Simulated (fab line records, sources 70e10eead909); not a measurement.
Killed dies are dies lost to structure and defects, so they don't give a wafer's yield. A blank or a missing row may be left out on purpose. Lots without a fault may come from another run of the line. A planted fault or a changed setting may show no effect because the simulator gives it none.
Which tool did it? | flow nand_harc | 13 lots, 37 wafers sampled, at 6 steps of a route of 1159

WHAT THE GAUGES READ, wafer by wafer
NHARC_A_ZERO_WELL_CD_MEAS_10: target cd 2000 nm. Usual: cd_nm 2000.4 nm, standard deviation 1.5.
lot  | measured     | on        | cd_nm (nm)           | flag
L256 | day 6 03:05  | cd_sem-03 | 1999.7 2001.3 2000.6 |
L257 | day 7 01:09  | cd_sem-03 | 1998.1 1998.0 1998.6 |
L258 | day 7 02:16  | cd_sem-02 | 2003.0 2002.2 2004.9 |
L263 | day 8 10:33  | cd_sem-03 | 1999.6 1999.0        |
L266 | day 8 17:39  | cd_sem-02 | 2000.3 2001.2        |
L270 | day 9 21:11  | cd_sem-01 | 1998.3 1999.5 1996.3 |
L268 | day 9 21:51  | cd_sem-01 | 1998.6 2000.2 1996.9 |
L272 | day 10 19:28 | cd_sem-03 | 1999.0 1997.0 1999.8 |
L271 | day 10 21:31 | cd_sem-02 | 1998.8 2000.7 2003.8 |
L273 | day 11 00:08 | cd_sem-01 | 2000.6 2002.2 2000.3 |
L274 | day 11 00:53 | cd_sem-03 | 2002.0 2002.9 2003.7 |
L276 | day 11 09:58 | cd_sem-01 | 2000.3 1999.6 1999.3 |
L279 | day 12 15:09 | cd_sem-03 | 2000.2 1999.0 2001.0 |

NHARC_A_SOURCE_PLATE_THK_MEAS_06: measures by ellipsometry. Usual: thk_nm 199.5 nm, standard deviation 1.8.
lot  | measured     | on            | thk_nm (nm)       | flag
L256 | day 7 01:17  | film_metro-02 | 195.8 198.3 196.3 |
L257 | day 7 23:47  | film_metro-02 | 198.5 200.9 199.1 |
L258 | day 7 23:47  | film_metro-01 | 200.0 197.5 200.4 |
L263 | day 9 07:20  | film_metro-01 | 199.1 200.7       |
L266 | day 9 21:50  | film_metro-02 | 203.0 197.7       |
L270 | day 10 17:54 | film_metro-02 | 203.0 199.2 201.8 |
L268 | day 10 17:54 | film_metro-01 | 200.6 201.2 199.4 |
L272 | day 11 17:22 | film_metro-01 | 201.4 201.6 202.6 |
L271 | day 11 17:22 | film_metro-02 | 199.5 197.9 197.1 |
L273 | day 12 01:06 | film_metro-02 | 199.4 199.0 199.7 |
L274 | day 12 01:07 | film_metro-01 | 201.3 200.2 201.1 |
L276 | day 12 08:19 | film_metro-02 | 197.3 198.7 199.5 |
L279 | day 13 12:35 | film_metro-01 | 196.9 196.9 197.7 |

NHARC_A_ONON_D1_THK_MEAS_02: measures by ellipsometry. Usual: thk_nm 998 nm, standard deviation 10.
lot  | measured     | on            | thk_nm (nm)    | flag
L256 | day 7 01:56  | film_metro-02 | 997 997 995    |
L257 | day 8 00:26  | film_metro-02 | 1016 1017 1017 |
L258 | day 8 00:25  | film_metro-01 | 1003 1003 1003 |
L263 | day 9 07:59  | film_metro-01 | 1000 685       | OFF
L266 | day 9 22:28  | film_metro-02 | 1005 688       | OFF
L270 | day 10 18:37 | film_metro-01 | 989 987 989    |
L268 | day 10 18:34 | film_metro-01 | 977 978 665    | OFF
L272 | day 11 18:02 | film_metro-02 | 1011 1011 1010 |
L271 | day 11 18:02 | film_metro-01 | 996 995 994    |
L273 | day 12 01:44 | film_metro-01 | 1005 1005 1007 |
L274 | day 12 01:47 | film_metro-02 | 1005 1005 1006 |
L276 | day 12 08:59 | film_metro-02 | 989 989 991    |
L279 | day 13 13:14 | film_metro-02 | 992 993 991    |

NHARC_END_SORT_01. Usual: killed_at_array 28, standard deviation 11; killed_at_other 0.9, standard deviation 1.2; killed_at_periphery 2.6, standard deviation 2.1; killed_dies 31, standard deviation 11; killed_open 3.1, standard deviation 1.7; killed_short 1.9, standard deviation 1.3.
lot  | measured     | on        | killed_at_array | killed_at_other | killed_at_periphery | killed_dies | killed_open | killed_short | flag
L263 | day 25 11:08 | prober-02 | 18 672          | 4 2             | 4 3                 | 26 677      | 6 4         | 1 2          | OFF
L266 | day 24 12:37 | prober-02 | 23 676          | 0 0             | 2 1                 | 25 677      | 2 6         | 1 3          | OFF
L270 | day 24 08:51 | prober-02 | 36              | 0               | 2                   | 38          | 2           | 2            |
L268 | day 25 18:23 | prober-01 | 19 29 675       | 0 0 0           | 3 2 2               | 22 31 677   | 1 3 3       | 2 1 1        | OFF

WHICH TOOL RAN EACH LOT (tool, then ch and the chambers of the sampled wafers, then the start)
lot  | NHARC_A_ZERO_WELL_ETCH_19          | NHARC_A_ONON_D1_DEP_00
L256 | rie_diel-06 ch 0,2,3, day 6 03:21  | pecvd_onon-04 ch 0, day 7 01:25
L257 | rie_diel-05 ch 2,3, day 7 01:24    | pecvd_onon-04 ch 0, day 7 23:59
L258 | rie_diel-05 ch 0,2, day 7 02:32    | pecvd_onon-03 ch 0, day 7 23:55
L263 | rie_diel-06 ch 0,3, day 8 10:49    | pecvd_onon-03 ch 0, day 9 07:31
L266 | rie_diel-02 ch 0,3, day 8 17:54    | pecvd_onon-03 ch 0, day 9 21:58
L270 | rie_diel-05 ch 0,3, day 9 21:26    | pecvd_onon-04 ch 0, day 10 18:10
L268 | rie_diel-02 ch 0,2,3, day 9 22:08  | pecvd_onon-03 ch 0, day 10 18:07
L272 | rie_diel-05 ch 0,2,3, day 10 19:43 | pecvd_onon-02 ch 0, day 11 17:31
L271 | rie_diel-05 ch 1,2,3, day 10 21:46 | pecvd_onon-04 ch 0, day 11 17:35
L273 | rie_diel-05 ch 2,3, day 11 00:25   | pecvd_onon-04 ch 0, day 12 01:14
L274 | rie_diel-02 ch 0,1,3, day 11 01:09 | pecvd_onon-02 ch 0, day 12 01:20
L276 | rie_diel-02 ch 0,1,3, day 11 10:13 | pecvd_onon-04 ch 0, day 12 08:28
L279 | rie_diel-02 ch 1,2,3, day 12 15:23 | pecvd_onon-03 ch 0, day 13 12:50
- NHARC_A_ZERO_WELL_ETCH_19: etches the open film in N2/H2, target depth 80 nm, overetch 24 nm, time 87.88 s.
- NHARC_A_ONON_D1_DEP_00: target thk 1000 nm.

WHAT THE TOOLS THEMSELVES READ (means of the sampled wafers that have a number; where no wafer has one, the mark that the record gives instead)
NHARC_A_ZERO_WELL_ETCH_19. Usual: drypump_motor_current_A 5.5 A, standard deviation 0.38; oes_product_au 1.000 a.u., standard deviation 0.0075; rf_vpp_V 430.8 V, standard deviation 2.8; showerhead_plenum_p_Torr 2.05 Torr, standard deviation 0.099; throttle_valve_pct 14.171 %, standard deviation 0.0098.
lot  | tool        | drypump_motor_current_A (A) | oes_product_au (a.u.) | rf_vpp_V (V) | showerhead_plenum_p_Torr (Torr) | throttle_valve_pct (%) | flag
L256 | rie_diel-06 | 5.5                         | 0.991                 | 431.0        | 2.04                            | 14.172                 |
L257 | rie_diel-05 | 5.1                         | 1.000                 | 428.4        | 1.98                            | 14.168                 |
L258 | rie_diel-05 | 5.1                         | 1.009                 | 429.2        | 1.99                            | 14.171                 |
L263 | rie_diel-06 | 5.4                         | 0.994                 | 429.9        | 2.04                            | 14.168                 |
L266 | rie_diel-02 | 5.8                         | 1.007                 | 429.4        | 2.00                            | 14.158                 |
L270 | rie_diel-05 | 5.2                         | 1.015                 | 431.0        | 2.05                            | 14.167                 |
L268 | rie_diel-02 | 5.8                         | 0.999                 | 430.4        | 2.07                            | 14.154                 |
L272 | rie_diel-05 | 5.1                         | 1.002                 | 428.6        | 2.00                            | 14.181                 |
L271 | rie_diel-05 | 5.5                         | 1.001                 | 429.3        | 2.00                            | 14.165                 |
L273 | rie_diel-05 | 5.2                         | 1.000                 | 430.5        | 2.02                            | 14.168                 |
L274 | rie_diel-02 | 5.7                         | 1.002                 | 431.1        | 2.06                            | 14.168                 |
L276 | rie_diel-02 | 5.7                         | 1.003                 | 431.2        | 2.06                            | 14.174                 |
L279 | rie_diel-02 | 5.6                         | 0.999                 | 432.5        | 2.13                            | 14.180                 |

THE ANSWER, worked out from the rows above alone
Rule: a lot is off if the mean of its wafers that have a number lies more than 3 standard deviations from the usual mean. A lot without any number at a reading at which 4 lots or more have one is off too. The other lots that the step has rows for count as sound. The gauges are gone through in route order, then the tools' own readings, and for those a lot's mean is taken as printed above. The first step at which some lot is off is used, and at that step the reading that is off furthest; a lot without a number counts as furthest.
Off: L263, L266, L268, at NHARC_A_ONON_D1_THK_MEAS_02 (thk_nm).
A tool fits if, at a process step before that reading, it ran every lot that is off, and no sound lot after the first of them. The gauges at NHARC_A_ONON_D1_THK_MEAS_02 aren't tried: what is off there is off at NHARC_END_SORT_01 too, on other tools, and a gauge's error can't cause that. None of those tried fits.

WHAT THE SIMULATOR HAD PUT IN
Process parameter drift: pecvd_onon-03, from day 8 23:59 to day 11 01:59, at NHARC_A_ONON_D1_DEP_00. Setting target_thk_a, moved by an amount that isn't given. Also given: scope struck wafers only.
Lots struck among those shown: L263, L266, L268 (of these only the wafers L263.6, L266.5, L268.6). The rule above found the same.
